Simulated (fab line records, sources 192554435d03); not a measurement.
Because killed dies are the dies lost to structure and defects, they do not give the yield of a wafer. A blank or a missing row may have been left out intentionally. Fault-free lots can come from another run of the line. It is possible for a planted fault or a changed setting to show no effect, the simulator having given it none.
Split-lot study :: flow n5-finfet :: on a route of 1938 steps: 7 lots, 21 wafers read

ABOUT THE SPLIT
At N5_BEOL_M12_ETCH_68 (etches SOC in N2/H2, time 285 s), the setting time-s was moved away from the recipe's 285 s on 9 of the 21 wafers read, by -15.4% to +14.5%. The other wafers ran this setting at the recipe's value.

The reading comes from the split's own step.

THE READING
SiARC_of_BEOL_M12_COAT_66.thk-nm (the simulator's own value, which no gauge read), in nm, at N5_BEOL_M12_ETCH_68 (etches SOC in N2/H2, time 285 s). The file gives no usual value for it. The 12 wafers here that ran the recipe average 85.6 nm, standard deviation 0.41 nm.

wafer: L075.2
tool, chamber at the split: rie-diel-03, 0
time-s as run, s: 285
against the recipe: recipe
SiARC_of_BEOL_M12_COAT_66.thk-nm, nm: 85.8
against lot-mates on the recipe: -

wafer: L075.3
tool, chamber at the split: rie-diel-03, 1
time-s as run, s: 285
against the recipe: recipe
SiARC_of_BEOL_M12_COAT_66.thk-nm, nm: 85.2
against lot-mates on the recipe: -

wafer: L075.6
tool, chamber at the split: rie-diel-03, 2
time-s as run, s: 285
against the recipe: recipe
SiARC_of_BEOL_M12_COAT_66.thk-nm, nm: 85.4
against lot-mates on the recipe: -

wafer: L077.1
tool, chamber at the split: rie-diel-05, 2
time-s as run, s: 285
against the recipe: recipe
SiARC_of_BEOL_M12_COAT_66.thk-nm, nm: 86.2
against lot-mates on the recipe: -

wafer: L077.2
tool, chamber at the split: rie-diel-05, 0
time-s as run, s: 285
against the recipe: recipe
SiARC_of_BEOL_M12_COAT_66.thk-nm, nm: 85.8
against lot-mates on the recipe: -

wafer: L077.3
tool, chamber at the split: rie-diel-05, 3
time-s as run, s: 285
against the recipe: recipe
SiARC_of_BEOL_M12_COAT_66.thk-nm, nm: 85.4
against lot-mates on the recipe: -

wafer: L076.1
tool, chamber at the split: rie-diel-03, 0
time-s as run, s: 285
against the recipe: recipe
SiARC_of_BEOL_M12_COAT_66.thk-nm, nm: 85.8
against lot-mates on the recipe: -

wafer: L076.2
tool, chamber at the split: rie-diel-03, 2
time-s as run, s: 285
against the recipe: recipe
SiARC_of_BEOL_M12_COAT_66.thk-nm, nm: 86
against lot-mates on the recipe: -

wafer: L076.3
tool, chamber at the split: rie-diel-03, 3
time-s as run, s: 285
against the recipe: recipe
SiARC_of_BEOL_M12_COAT_66.thk-nm, nm: 85.2
against lot-mates on the recipe: -

wafer: L083.3
tool, chamber at the split: rie-diel-06, 1
time-s as run, s: 326.3
against the recipe: +14.5%
SiARC_of_BEOL_M12_COAT_66.thk-nm, nm: 81.8
against lot-mates on the recipe: -3.8

wafer: L083.4
tool, chamber at the split: rie-diel-06, 0
time-s as run, s: 326.3
against the recipe: +14.5%
SiARC_of_BEOL_M12_COAT_66.thk-nm, nm: 82.6
against lot-mates on the recipe: -3.0

wafer: L083.5
tool, chamber at the split: rie-diel-06, 3
time-s as run, s: 285
against the recipe: recipe
SiARC_of_BEOL_M12_COAT_66.thk-nm, nm: 85.6
against lot-mates on the recipe: -

wafer: L085.2
tool, chamber at the split: rie-diel-05, 0,3
time-s as run, s: 241.1
against the recipe: -15.4%
SiARC_of_BEOL_M12_COAT_66.thk-nm, nm: 89.6
against lot-mates on the recipe: +5.0

wafer: L085.4
tool, chamber at the split: rie-diel-05, 0,3
time-s as run, s: 241.1
against the recipe: -15.4%
SiARC_of_BEOL_M12_COAT_66.thk-nm, nm: 89.6
against lot-mates on the recipe: +5.0

wafer: L085.6
tool, chamber at the split: rie-diel-05, 1
time-s as run, s: 285
against the recipe: recipe
SiARC_of_BEOL_M12_COAT_66.thk-nm, nm: 84.6
against lot-mates on the recipe: -

wafer: L092.1
tool, chamber at the split: rie-diel-06, 3
time-s as run, s: 251
against the recipe: -11.9%
SiARC_of_BEOL_M12_COAT_66.thk-nm, nm: 89.8
against lot-mates on the recipe: no lot-mate on the recipe

wafer: L092.6
tool, chamber at the split: rie-diel-06, 3
time-s as run, s: 251
against the recipe: -11.9%
SiARC_of_BEOL_M12_COAT_66.thk-nm, nm: 89.8
against lot-mates on the recipe: no lot-mate on the recipe

wafer: L092.3
tool, chamber at the split: rie-diel-06, 1
time-s as run, s: 251
against the recipe: -11.9%
SiARC_of_BEOL_M12_COAT_66.thk-nm, nm: 89.4
against lot-mates on the recipe: no lot-mate on the recipe

wafer: L096.3
tool, chamber at the split: rie-diel-03, 2
time-s as run, s: 285
against the recipe: recipe
SiARC_of_BEOL_M12_COAT_66.thk-nm, nm: 85.8
against lot-mates on the recipe: -

wafer: L096.4
tool, chamber at the split: rie-diel-03, 3
time-s as run, s: 313.3
against the recipe: +9.9%
SiARC_of_BEOL_M12_COAT_66.thk-nm, nm: 83.2
against lot-mates on the recipe: -2.6

wafer: L096.5
tool, chamber at the split: rie-diel-03, 0
time-s as run, s: 313.3
against the recipe: +9.9%
SiARC_of_BEOL_M12_COAT_66.thk-nm, nm: 83.6
against lot-mates on the recipe: -2.2
If several chambers appear in one row, that row covers several wafers at once and the file leaves open which wafer was in which chamber.

THE FIT
A straight line over all 21 wafers: SiARC_of_BEOL_M12_COAT_66.thk-nm changes by -0.268 nm for each +1% of time-s; r = -0.98; the points scatter about the line by 0.52 nm.
The same after taking each lot's own level away (the mean of its wafers on the recipe; 18 wafers): -0.278 nm for each +1%; r = -0.98; scatter 0.41 nm.
That fit puts the effect of the largest move of time-s on the reading at 4.3 nm.
Measured against the standard deviation above, the lots' own levels, which go from 84.60 to 85.80 nm, span 2.9 times it.
The two slopes agree, so the slope changes little with the lot-to-lot level.
Check: for one of the wafers moved furthest among these (-15.4%), held out of the fit, the line's prediction against its lot-mates is +4.24 nm. It came out at +5 nm against them.

OTHER SPLITS APPLIED TO THESE WAFERS
These wafers also went through other splits before the reading. Each is held against what the fit with the lots' levels taken away leaves over:
other split on the same wafers: N5_BEOL_M8_TRENCH_ETCH_37 bias-w
wafers away from the commonest value: 5
r with SiARC_of_BEOL_M12_COAT_66.thk-nm (lot level and that fit taken away): -0.08

other split on the same wafers: N5_BEOL_M10_PECVD_70 temp-c
wafers away from the commonest value: 7
r with SiARC_of_BEOL_M12_COAT_66.thk-nm (lot level and that fit taken away): -0.14

other split on the same wafers: N5_BEOL_M10_TRENCH_ETCH_37 bias-w
wafers away from the commonest value: 6
r with SiARC_of_BEOL_M12_COAT_66.thk-nm (lot level and that fit taken away): +0.21

other split on the same wafers: N5_BEOL_M10_ETCH_41 source-w
wafers away from the commonest value: 9
r with SiARC_of_BEOL_M12_COAT_66.thk-nm (lot level and that fit taken away): +0.61

other split on the same wafers: N5_BEOL_M11_ETCH_66 time-s
wafers away from the commonest value: 7
r with SiARC_of_BEOL_M12_COAT_66.thk-nm (lot level and that fit taken away): -0.16

other split on the same wafers: N5_BEOL_M11_TRENCH_ETCH_37 bias-w
wafers away from the commonest value: 6
r with SiARC_of_BEOL_M12_COAT_66.thk-nm (lot level and that fit taken away): -0.38

other split on the same wafers: N5_BEOL_M12_ETCH_67 source-w
wafers away from the commonest value: 3
r with SiARC_of_BEOL_M12_COAT_66.thk-nm (lot level and that fit taken away): -0.07

THE FILE'S OWN FIT
SiARC_of_BEOL_M12_COAT_66.thk-nm changes by -0.275 nm for each +1% of time-s, r = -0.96.
